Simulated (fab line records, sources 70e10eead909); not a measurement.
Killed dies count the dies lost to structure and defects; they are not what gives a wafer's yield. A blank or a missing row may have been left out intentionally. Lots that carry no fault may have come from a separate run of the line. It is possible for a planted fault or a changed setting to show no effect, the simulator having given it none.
fab line records	flow nand-harc	part 2 of 2: steps 5 to 6 of 6
record lots=23	wafers=69	last-day=25
route steps=1159 shown P_M2@332 P_BONDPAD@364 A_CHANNEL_HOLE_D1@465
lots with no fault: from the same line, run without faults
start-h: start of the lot's first displayed wafer, in hours after the record's first day	wait-h: hours elapsed since this lot's preceding step	" identical to the entry in the row above	L1.1+2: several wafers, shown together as one row	- either no value or no given start	* or withheld: withheld	< > ~ a bound
route shown NAME@n: NAME is a module with steps in the file, n the number in the route of the first one	usual: mean and standard deviation over wafers with no fault	same: alike in all rows	chamber/n: place in a boat	sites: the reading at each site	_std_site: the values' standard deviation	_edge_site: mean of outer sites minus mean of inner sites	radius-mm: for every site, how far away it sits from the centre of the wafer	mask NAME#n: copy n	behind: tool/chamber where the wafer was last shaped	hold: cause of the lot's hold/its duration in hours/its outcome	device: names the non-switching transistor (n, p or np)	end of line: at the end of the route, the tests of the same wafers	for a step that has no rows: nothing shown but its recipe	killed: the dies lost at the first sort to structure and to defects; this is not the yield of the wafer	map: shows each die of a wafer: x if killed, . if not, _ if none is there
set.NAME: the setting the step ran with; set.NAME@STEP: the setting that earlier step ran with	model.NAME: the simulator's own value behind a step, which no gauge read
steps of the route over a sample of lots; a table a step, a row a wafer
services: when a tool's chamber went out of use (start-h, in hours from the record's first day, below 0 if earlier), for how many hours, and the reason
## steps
# step NHARC_A_CHANNEL_HOLE_D1_DESCUM_15
# recipe time-s=3	o2-flow-sccm=200	ar-flow-sccm=0	bias-power-w=0	chemistry=O2
# usual drypump-motor-current-A=6.02/0.29	mfc-ar-sccm=0.007/0.011	oes-product-au=1.000/0.0078	rf-vpp-V=57.8/0.94	showerhead-plenum-p-Torr=1.91/0.099	throttle-valve-pct=11.311/0.0089
lot.wafer	tool	chamber	start-h	wait-h	drypump-motor-current-A	mfc-ar-sccm	oes-product-au	rf-hours-counter-h	rf-vpp-V	showerhead-plenum-p-Torr	throttle-valve-pct
L074.3	rie-diel-13	3	161.52	0.1	6.56	0	0.987	3	55.8	1.93	11.304
L074.6	"	1	"	"	5.62	0.024	1.000	-	58.0	1.85	11.320
L074.5	"	2	"	"	6.38	0	0.997	-	56.4	2.01	11.322
L075.3	rie-diel-13	3	184.43	0.1	6.53	0	0.991	5	58.3	1.93	11.309
L075.2	"	1	"	"	5.62	0.024	1.000	5	57.0	1.85	11.327
L075.5	"	3	"	"	6.52	0	0.996	-	57.8	1.93	11.317
L077.2	rie-diel-08	1	185.13	0.1	6.33	0.016	0.998	4	58.6	2.05	11.324
L077.3	"	2	"	"	5.59	0	1.011	3	57.4	1.81	11.316
L077.5	"	0	"	"	5.70	0	0.994	-	56.3	1.82	11.300
L078.3	rie-diel-08	3	204.84	0.1	6.17	0.034	0.990	4	59.0	2.07	11.313
L078.2	"	0	"	"	5.76	0	0.997	5	56.9	1.82	11.315
L078.6	"	0	"	"	5.80	0	0.990	-	56.0	1.82	11.314
L079.1	rie-diel-13	0	205.31	0.1	6.08	0	1.002	7	58.3	1.79	11.318
L079.4	"	3	"	"	6.55	0	1.009	7	56.8	1.93	11.303
L079.6	"	1	"	"	5.61	0.024	0.995	-	57.9	1.85	11.302
L080.4	rie-diel-08	2	216.43	0.1	5.61	0	1.011	5	57.4	1.81	11.299
L080.2	"	0	"	"	5.76	0	1.007	5	57.1	1.82	11.323
L080.5	"	2	"	"	5.63	0	1.018	-	57.9	1.81	11.311
L081.1	rie-diel-13	0	223.76	0.1	6.05	0	1.002	8	58.1	1.79	11.302
L081.6	"	2	"	"	6.31	0	1.001	-	59.3	2.01	11.304
L081.4	"	0	"	"	6.05	0	1.006	-	58.4	1.79	11.320
L083.2	rie-diel-08	1	223.91	0.1	6.30	0.016	0.989	6	58.5	2.05	11.300
L083.1	"	3	"	"	6.20	0.034	1.004	6	58.0	2.07	11.307
L083.5	"	2	"	"	5.61	0	1.006	-	57.1	1.81	11.316
L082.4	rie-diel-03	3	224.74	0.1	5.70	0	1.011	0	57.8	1.94	11.321
L082.3	"	1	"	"	6.20	0	1.008	0	56.7	1.82	11.318
L082.2	"	2	"	"	6.03	0	1.009	0	57.3	1.93	11.307
L084.2	rie-diel-03	2	237.08	0.1	6.03	0	1.017	1	59.4	1.93	11.315
L084.4	"	3	"	"	5.72	0	1.012	1	58.0	1.94	11.306
L084.1	"	1	"	"	6.23	0	0.993	1	57.8	1.82	11.313
L087.3	rie-diel-13	2	249.80	0.1	6.35	0	0.990	11	58.6	2.01	11.302
L087.1	"	3	"	"	6.54	0	0.997	10	57.6	1.93	11.315
L087.5	"	2	"	"	6.35	0	0.999	-	58.8	2.01	11.309
L085.1	rie-diel-08	3	250.25	0.1	6.20	0.034	0.992	8	57.7	2.06	11.310
L085.3	"	0	"	"	5.73	0	1.005	8	57.6	1.82	11.322
L085.6	"	1	"	"	6.34	0.016	0.992	-	59.2	2.05	11.308
L088.2	rie-diel-03	0	250.58	0.1	6.01	0.006	0.993	2	58.9	1.80	11.298
L088.4	"	1	"	"	6.18	0	1.004	2	55.8	1.81	11.326
L088.1	"	2	"	"	6.01	0	1.009	2	58.1	1.93	11.317
L086.3	rie-diel-08	3	263.46	0.1	6.21	0.034	0.995	9	59.4	2.06	11.298
L086.5	"	0	"	"	5.74	0	1.002	-	57.8	1.82	11.311
L086.6	"	1	"	"	6.37	0.016	0.984	-	59.3	2.04	11.319
L090.4	rie-diel-08	2	269.55	0.1	5.62	0	0.999	10	57.9	1.81	11.298
L090.1	"	3	"	"	6.20	0.034	0.982	10	58.0	2.06	11.328
L090.6	"	2	"	"	5.64	0	1.011	-	57.5	1.81	11.307
L089.2	rie-diel-03	2	271.40	0.1	6.03	0	1.012	3	59.1	1.93	11.299
L089.4	"	1	"	"	6.16	0	1.001	3	58.3	1.81	11.332
L089.5	"	3	"	"	5.70	0	0.996	-	57.6	1.94	11.306
L093.4	rie-diel-08	2	277.93	0.1	5.60	0	1.000	11	57.4	1.81	11.315
L093.1	"	3	"	"	6.22	0.034	0.997	11	58.8	2.06	11.311
L093.5	"	2	"	"	5.61	0	1.001	-	58.0	1.81	11.310
L091.2	rie-diel-03	3	278.92	0.1	5.73	0	1.003	3	58.3	1.94	11.319
L091.1	"	0	"	"	6.03	0.006	0.994	3	57.5	1.80	11.318
L091.3	"	1	"	"	6.18	0	0.992	4	57.5	1.81	11.321
L092.4	rie-diel-08	3	279.20	0.1	6.17	0.034	0.992	11	58.0	2.06	11.312
L092.1	"	0	"	"	5.69	0	1.004	12	57.3	1.81	11.314
L092.3	"	2	"	"	5.63	0	1.011	11	58.3	1.81	11.310
L095.2	rie-diel-03	1	290.78	0.1	6.15	0	0.991	5	56.9	1.81	11.293
L095.5	"	3	"	"	5.70	0	1.004	-	57.5	1.94	11.310
L095.6	"	0	"	"	6.05	0.006	1.001	-	55.5	1.80	11.304
L094.2	rie-diel-08	1	291.09	0.1	6.30	0.016	1.006	14	57.9	2.04	11.305
L094.4	"	3	"	"	6.19	0.034	1.001	12	57.8	2.06	11.307
L094.6	"	1	"	"	6.33	0.016	0.994	-	58.8	2.04	11.301
L097.1	rie-diel-13	0	303.73	0.1	6.05	0	0.991	1	57.9	1.79	11.294
L097.2	"	2	"	"	6.38	0	0.996	1	58.1	2.01	11.292
L097.5	"	0	"	"	6.06	0	1.007	-	57.3	1.79	11.312
L096.1	rie-diel-03	3	304.70	0.1	5.72	0	1.009	5	59.0	1.94	11.316
L096.5	"	1	"	"	6.14	0	1.003	-	56.1	1.81	11.306
L096.6	"	2	"	"	6.04	0	1.015	-	59.1	1.93	11.295
# step NHARC_A_CHANNEL_HOLE_D1_ETCH_19
# recipe bias-v=1200	source-w=2500	pressure-mtorr=15	time-s=34.5	ar-flow-sccm=375	c4f8-flow-sccm=28.8	o2-flow-sccm=96.2	temp-c=-20	target-depth-a=*	chemistry=C4F8/O2/Ar
# usual drypump-motor-current-A=5.3/0.46	mfc-ar-sccm=374.9/1	showerhead-plenum-p-Torr=3.71/0.074	throttle-valve-pct=37.036/0.01
lot.wafer	tool	chamber	start-h	wait-h	drypump-motor-current-A	mfc-ar-sccm	rf-hours-counter-h	showerhead-plenum-p-Torr	throttle-valve-pct
L074.3	har-etch-02	0	162.72	0.1	5.8	374.2	-	3.83	37.028
L074.6	"	0	"	"	5.8	373.1	-	3.83	37.031
L074.5	"	1	"	"	4.8	374.9	-	3.73	37.056
L075.2	har-etch-02	1	185.61	0.1	4.8	374.0	104	3.73	37.036
L075.3	"	0	"	"	5.8	375.4	-	3.83	37.020
L075.5	"	0	"	"	5.8	375.6	-	3.83	37.020
L077.2	har-etch-01	1	186.30	0.1	4.8	376.9	194	3.62	37.047
L077.3	"	1	"	"	4.9	375.4	-	3.62	37.037
L077.5	"	1	"	"	4.9	376.1	-	3.62	37.017
L078.2	har-etch-01	0	206.03	0.1	5.7	375.2	201	3.72	37.052
L078.3	"	0	"	"	5.7	376.5	-	3.72	37.036
L078.6	"	1	"	"	4.9	376.1	-	3.61	37.030
L079.1	har-etch-02	0	206.89	0.1	5.8	375.5	114	3.82	37.038
L079.4	"	0	"	"	5.8	374.0	-	3.82	37.027
L079.6	"	0	"	"	5.8	374.4	-	3.82	37.049
L080.2	har-etch-01	1	217.64	0.1	4.9	374.4	205	3.61	37.031
L080.4	"	1	"	"	4.9	373.2	-	3.61	37.045
L080.5	"	1	"	"	4.9	374.7	-	3.61	37.027
L083.1	har-etch-02	1	225.09	0.1	4.8	373.9	118	3.72	37.016
L083.2	"	0	"	"	5.8	376.3	118	3.82	37.022
L083.5	"	1	"	"	4.8	375.0	-	3.72	37.036
L081.1	har-etch-01	1	225.13	0.1	4.9	374.9	209	3.61	37.038
L081.4	"	1	"	"	4.9	375.2	-	3.61	37.028
L081.6	"	0	"	"	5.7	373.9	-	3.72	37.026
L082.2	har-etch-02	1	229.28	3.4	4.8	373.9	121	3.72	37.036
L082.4	"	1	"	"	4.8	375.3	-	3.72	37.030
L082.3	"	0	"	"	5.8	377.1	-	3.82	37.040
L084.1	har-etch-01	1	238.27	0.1	4.9	374.7	219	3.60	37.021
L084.2	"	0	"	"	5.7	373.9	219	3.71	37.019
L084.4	"	1	"	"	4.9	375.2	-	3.60	37.030
L087.1	har-etch-01	1	250.98	0.1	4.9	374.6	222	3.60	37.031
L087.3	"	0	"	"	5.7	374.5	-	3.71	37.052
L087.5	"	0	"	"	5.7	375.9	-	3.71	37.039
L085.1	har-etch-02	1	251.42	0.1	4.8	373.5	131	3.71	37.041
L085.3	"	0	"	"	5.8	374.8	-	3.81	37.035
L085.6	"	1	"	"	4.8	374.0	-	3.71	37.027
L088.2	har-etch-01	1	255.14	3.5	4.9	374.5	226	3.60	37.036
L088.1	"	0	"	"	5.7	372.5	226	3.71	37.036
L088.4	"	1	"	"	4.9	374.8	-	3.60	37.019
L086.3	har-etch-01	0	264.65	0.1	5.7	375.2	-	3.71	37.015
L086.6	"	0	"	"	5.7	374.9	-	3.71	37.058
L086.5	"	1	"	"	4.9	373.5	-	3.60	37.040
L090.1	har-etch-01	0	270.73	0.1	5.7	375.9	234	3.70	37.030
L090.4	"	0	"	"	5.7	375.8	-	3.70	37.050
L090.6	"	0	"	"	5.7	375.5	-	3.70	37.044
L089.2	har-etch-02	0	272.58	0.1	5.8	377.0	141	3.80	37.045
L089.4	"	0	"	"	5.8	376.9	-	3.80	37.054
L089.5	"	0	"	"	5.8	375.6	-	3.80	37.055
L093.1	har-etch-02	0	279.11	0.1	5.8	372.9	145	3.80	37.036
L093.4	"	1	"	"	4.8	376.4	-	3.70	37.028
L093.5	"	0	"	"	5.8	374.1	-	3.80	37.048
L091.2	har-etch-01	1	280.10	0.1	4.9	376.8	241	3.59	37.029
L091.1	"	0	"	"	5.7	377.2	241	3.70	37.044
L091.3	"	0	"	"	5.7	374.2	-	3.70	37.049
L092.1	har-etch-02	1	283.27	3.0	4.8	374.6	149	3.70	37.045
L092.4	"	1	"	"	4.8	373.4	-	3.70	37.027
L092.3	"	0	"	"	5.8	375.4	-	3.80	37.034
L095.2	har-etch-01	0	291.95	0.1	5.7	377.3	245	3.70	37.038
L095.6	"	1	"	"	4.9	374.6	-	3.59	37.050
L095.5	"	0	"	"	5.7	374.7	-	3.70	37.040
L094.2	har-etch-02	0	292.26	0.1	5.8	372.9	153	3.80	37.039
L094.4	"	1	"	"	4.8	375.6	-	3.70	37.039
L094.6	"	0	"	"	5.8	375.0	-	3.80	37.044
L097.1	har-etch-02	0	304.92	0.1	5.8	373.5	158	3.79	37.034
L097.2	"	1	"	"	4.8	374.8	158	3.70	37.030
L097.5	"	1	"	"	4.8	374.3	-	3.70	37.048
L096.1	har-etch-02	1	309.08	3.3	4.8	375.2	162	3.69	37.036
L096.5	"	1	"	"	4.8	375.1	-	3.69	37.036
L096.6	"	0	"	"	5.8	374.2	-	3.79	37.022
## services
tool	chamber	start-h	hours	kind
rie-diel-13	-	99.00	9.0	pm
rie-diel-04	-	111.90	9.0	pm
rie-diel-06	0	120.23	12.1	repair
rie-diel-07	2	121.56	8.1	repair
rie-diel-08	-	124.84	9.0	pm
rie-diel-03	2	143.92	2.6	repair
rie-diel-07	3	152.21	17.1	repair
rie-diel-13	3	155.39	2.8	repair
rie-diel-03	0	161.25	5.7	repair
rie-diel-06	3	161.44	8.4	repair
rie-diel-13	-	181.77	0.8	repair
rie-diel-08	0	189.05	6.7	repair
rie-diel-08	1	197.49	1.6	repair
rie-diel-04	1	206.97	14.9	repair
rie-diel-13	1	213.50	13.5	repair
rie-diel-03	-	215.30	9.0	pm
rie-diel-13	3	219.79	1.8	repair
rie-diel-07	-	228.20	9.0	pm
rie-diel-06	-	241.20	9.0	pm
rie-diel-13	-	276.00	9.0	pm
rie-diel-04	-	288.90	9.0	pm
rie-diel-13	3	298.41	2.6	repair
rie-diel-08	-	301.84	9.0	pm
har-etch-01	-	305.00	17.0	pm
